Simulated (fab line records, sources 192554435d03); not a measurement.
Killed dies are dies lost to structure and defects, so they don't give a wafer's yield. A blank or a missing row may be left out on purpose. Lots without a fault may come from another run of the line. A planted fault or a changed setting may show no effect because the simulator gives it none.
Chamber matching | flow n5_finfet | N5_SDB_ETCH_18 on rie_diel-05: 4 sister chambers
The step etches SOC in N2/H2, target depth 100 nm, overetch 20 nm, time 150 s. 4 wafers are shown with their chamber, then 10 later ones without.

WAFERS WITH THEIR CHAMBER
wafer  | chamber | showerhead_plenum_p_Torr (Torr)
L079.2 | 0       | 2.60
L090.1 | 3       | 2.63
L091.1 | 1       | 2.47
L091.3 | 2       | 2.48

WAFERS WITHOUT THEIR CHAMBER
wafer  | showerhead_plenum_p_Torr (Torr)
L091.6 | 2.47
L093.1 | 2.47
L093.4 | 2.58
L093.6 | 2.47
L095.2 | 2.58
L095.4 | 2.47
L095.5 | 2.58
L097.2 | 2.47
L097.3 | 2.46
L097.5 | 2.58

WHICH CHAMBER EACH WENT THROUGH
wafer  | from the rows above     | in truth
L091.6 | can't be placed: 1 or 2 | 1
L093.1 | can't be placed: 1 or 2 | 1
L093.4 | 0                       | 0
L093.6 | can't be placed: 1 or 2 | 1
L095.2 | 0                       | 0
L095.4 | can't be placed: 1 or 2 | 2
L095.5 | 0                       | 0
L097.2 | can't be placed: 1 or 2 | 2
L097.3 | can't be placed: 1 or 2 | 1
L097.5 | 0                       | 0
Placed correctly: 4 of 10. Can't be placed from these rows: 6 (the true chamber is among the candidates in 6). Placed wrongly: 0.
How it was worked out, from the rows above alone: a wafer's distance from a chamber is the root of the sum, over the readings, of the square of ((its reading less the chamber's mean) divided by the reading's scatter). The wafer belongs to the nearest chamber; if the next one is less than 2 further off, it can't be placed. A chamber's mean is the mean of its shown wafers. The scatter: with one shown wafer a chamber, the root of the mean of the squares of how far each hidden wafer lies from its nearest shown one.
